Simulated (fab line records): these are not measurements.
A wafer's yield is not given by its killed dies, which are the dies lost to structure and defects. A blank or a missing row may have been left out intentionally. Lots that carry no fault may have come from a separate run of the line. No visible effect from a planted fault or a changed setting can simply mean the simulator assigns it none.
Split-lot study	flow n5Finfet	21 wafers read from 7 lots, route of 1938 steps

THE SPLIT
At N5_BEOL_M9_COAT_05 (resist thk 90 nm), the setting spinRpm was moved away from the recipe's 1500 rpm on 6 of the 21 wafers read, by -6.9% to +11.1%. The other wafers ran this setting at the recipe's value.

FROM THE SPLIT TO THE READING: what the file shows between them, 3 steps
- N5_BEOL_M9_EBR_07
- N5_BEOL_M9_SOFTBAKE_06: time 60 s
- N5_BEOL_M9_DESCUM_16: chemistry O2, time 7.9 s

THE READING
CAR-ArF_of_BEOL_M9_COAT_05.thkNm (the simulator's own value, which no gauge read), in nm, at N5_BEOL_M9_ETCH_61 (etches SiARC in CF4, target depth 39 nm, time 65 s). The file gives no usual value for it. Here, 15 wafers ran the recipe; their average is 55.5 nm with a standard deviation of 0.19 nm.

wafer	tool, chamber at the split	spinRpm as run, rpm	against the recipe	CAR-ArF_of_BEOL_M9_COAT_05.thkNm, nm	against lot-mates on the recipe
L078.1	lithoTrack-01, 0	1500	recipe	55.6	-
L078.2	lithoTrack-01, 0	1500	recipe	55.4	-
L078.4	lithoTrack-01, 0	1500	recipe	55.4	-
L077.1	lithoTrack-03, 0	1397	-6.9%	59	+3.4
L077.5	lithoTrack-03, 0	1397	-6.9%	59	+3.4
L077.2	lithoTrack-03, 0	1500	recipe	55.6	-
L079.2	lithoTrack-01, 0	1500	recipe	55.6	-
L079.5	lithoTrack-01, 0	1500	recipe	55.4	-
L079.6	lithoTrack-01, 0	1500	recipe	55.8	-
L080.3	lithoTrack-04, 0	1667	+11.1%	50.6	-5.1
L080.4	lithoTrack-04, 0	1500	recipe	55.4	-
L080.6	lithoTrack-04, 0	1500	recipe	56	-
L085.2	lithoTrack-04, 0	1576	+5.1%	52.4	-2.8
L085.5	lithoTrack-04, 0	1500	recipe	55.2	-
L085.6	lithoTrack-04, 0	1576	+5.1%	53	-2.2
L092.3	lithoTrack-04, 0	1500	recipe	55.6	-
L092.4	lithoTrack-04, 0	1500	recipe	55.4	-
L092.6	lithoTrack-04, 0	1590	+6.0%	52.8	-2.7
L094.2	lithoTrack-04, 0	1500	recipe	55.4	-
L094.3	lithoTrack-04, 0	1500	recipe	55.6	-
L094.6	lithoTrack-04, 0	1500	recipe	55.6	-

THE FIT
A straight line over all 21 wafers: CAR-ArF_of_BEOL_M9_COAT_05.thkNm changes by -0.483 nm for each +1% of spinRpm; r = -0.99; the points scatter about the line by 0.26 nm.
The same after taking each lot's own level away (the mean of its wafers on the recipe; 21 wafers): -0.475 nm for each +1%; r = -1.00; scatter 0.18 nm.
According to that fit, moving spinRpm by its largest amount changes the reading by 5.3 nm.
The span of the lots' own levels, 55.20 to 55.70 nm, comes to 2.7 times the standard deviation stated above.
The two slopes are in agreement: the lot-to-lot level therefore moves the slope only a little.
Check: for one of the wafers moved furthest among these (+11.1%), held out of the fit, the line's prediction against its lot-mates is -5.4 nm. It came out at -5.1 nm against them.

FURTHER SPLITS ON THESE WAFERS
Before the reading, these wafers also passed through other splits. Each is held against what the fit with the lots' levels taken away leaves over:
other split on the same wafers	wafers away from the commonest value	r with CAR-ArF_of_BEOL_M9_COAT_05.thkNm (lot level and that fit taken away)
N5_BEOL_M7_TRENCH_ETCH_37 biasW	8	-0.37
N5_BEOL_M7_ETCH_41 sourceW	7	-0.16

THE WHOLE CHAIN: every reading that the file lists as answering this split, in the file's order
step	what it does	reading	change (the file's fit)	r (the file's)
N5_BEOL_M9_COAT_05	resist thk 90 nm	CAR-ArF_of_BEOL_M9_COAT_05.thkNm (the simulator's own value, which no gauge read)	-0.448 nm for each +1% of the setting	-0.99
N5_BEOL_M9_DESCUM_16	chemistry O2, time 7.9 s	CAR-ArF_of_BEOL_M9_COAT_05.thkNm (the simulator's own value, which no gauge read)	-0.459 nm for each +1% of the setting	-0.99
N5_BEOL_M9_ETCH_61	etches SiARC in CF4, target depth 39 nm, time 65 s	CAR-ArF_of_BEOL_M9_COAT_05.thkNm (the simulator's own value, which no gauge read)	-0.468 nm for each +1% of the setting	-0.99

THE FILE'S OWN FIT
CAR-ArF_of_BEOL_M9_COAT_05.thkNm changes by -0.468 nm for each +1% of spinRpm, r = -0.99.
